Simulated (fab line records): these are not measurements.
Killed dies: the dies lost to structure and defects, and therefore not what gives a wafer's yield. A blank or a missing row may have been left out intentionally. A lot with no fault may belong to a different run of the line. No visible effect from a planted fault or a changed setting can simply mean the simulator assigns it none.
A struck lot beside a sound one + flow n5-finfet + 15 steps out of a route of 1938
Sound: wafers L154.1, L154.2, L154.4. Struck: wafers L160.4, L160.6. (L160.1 of the same lot was not struck and is left out.) The cause comes at the end.
Order at every step that has rows: each side's tool, ch and its chambers, its first start. Under that, the readings that differ: sound wafers + struck wafers + difference of the means + sigmas: that difference in standard deviations of wafers without a fault.
alike: a reading whose means differ by less than 2 such deviations, as well as words and numbers matching on both sides. not compared: withheld readings; readings where some wafer has no value; bounds like >300 that might hide an equal value; numbers whose values overlap and for which the record gives no deviation.
A row with sigmas, a row that says differs or no value, or rows on one side alone: a step with any of these is where the two part. Numbers that have no deviation but don't overlap get no sigmas and don't part them. A reading that every wafer of one side lacks parts them only if that side has two wafers or more.

N5_BEOL_M7_OCD_MEAS_38:
  sound: ocd-02 at day 10 09:46; struck: ocd-01 at day 12 11:36
  alike: trench-depth-nm
then, 4 steps without rows for these wafers: N5_BEOL_M7_HM_STRIP_39 (strips TiN in peroxide tin strip, target depth 25 nm, time 158 s); N5_BEOL_M7_SRD_40 (time 30 s); N5_BEOL_M7_PRECLEAN_42 (cleans in residue remover, time 60 s); N5_BEOL_M7_SRD_43 (time 30 s).
N5_BEOL_M7_CD_MEAS_35 targets a cd of 40 nm.
  sound: cd-sem-02 at day 10 09:55; struck: cd-sem-01 at day 12 11:45
  alike: cd-nm
N5_BEOL_M7_CURE_75: cures SiCOH lowk, time 120 s.
  sound on uv-cure-02 ch 2, day 10 10:06; struck on uv-cure-03 ch 0, day 12 12:00
  alike: lamp-power-pct, wafer_temp_C_max
N5_BEOL_M7_DEGAS_44: time 60 s.
  sound: pvd-sputter-01 at day 10 12:43; struck: pvd-sputter-02 at day 12 12:34
  alike: heater-power-w
N5_BEOL_M7_PRE_CLEAN_45: time 30 s.
  sound: pvd-sputter-01 at day 10 12:46; struck: pvd-sputter-02 at day 12 12:37
  alike: heater-power-w
N5_BEOL_M7_ALD_77: deposits TaN, target thk 2 nm, pulse time 2 s, purge time 3 s.
  sound on ald-metal-02 ch 0,1,2, day 10 12:49; struck on ald-metal-03 ch 2,3, day 12 12:40
  alike: heater-power-w, mfc-carrier-sccm
N5_BEOL_M7_SURFACE_TREAT_79:
  sound: pvd-sputter-01 at day 10 13:07; struck: pvd-sputter-01 at day 12 13:00
  not compared: throttle-valve-pct
then, 1 step without rows for these wafers: N5_BEOL_M7_CVD_78 (deposits Co from CCTBA/H2, target thk 2 nm, time 142.3 s).
N5_BEOL_M7_SPUTTER_48: material Cu, target thk 10 nm, time 1.667 s.
  sound: pvd-sputter-03 at day 10 13:20; struck: pvd-sputter-01 at day 12 13:19
| reading                | sound             | struck      | difference | sigmas      |
|------------------------|-------------------|-------------|------------|-------------|
| cathode-dc-power-W (W) | 25998 25995 25996 | 31813 31825 | +5823      | +99 or more |
  alike: bias-v, throttle-valve-pct
then, 1 step without rows for these wafers: N5_BEOL_M7_ECD_50 (material Cu, target thk 300 nm).
-- a jump in the record: the struck wafers' starts before and after are 3 days apart (it breaks off in module BEOL_M7 and resumes in module PASSIVATION, where the first step shown is number 1936 of the route) --
N5_PASSIVATION_PROBE_49:
  the record has rows for the struck wafers here (prober-01, day 15 19:23) and none for the sound ones

== WHERE THEY PART ==
Last at N5_PASSIVATION_PROBE_49 as far as this record goes, first at N5_BEOL_M7_SPUTTER_48.

WHY: whatever the simulator had introduced
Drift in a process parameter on pvd-sputter-01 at N5_BEOL_M7_SPUTTER_48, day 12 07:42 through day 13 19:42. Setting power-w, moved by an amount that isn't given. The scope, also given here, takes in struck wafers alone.
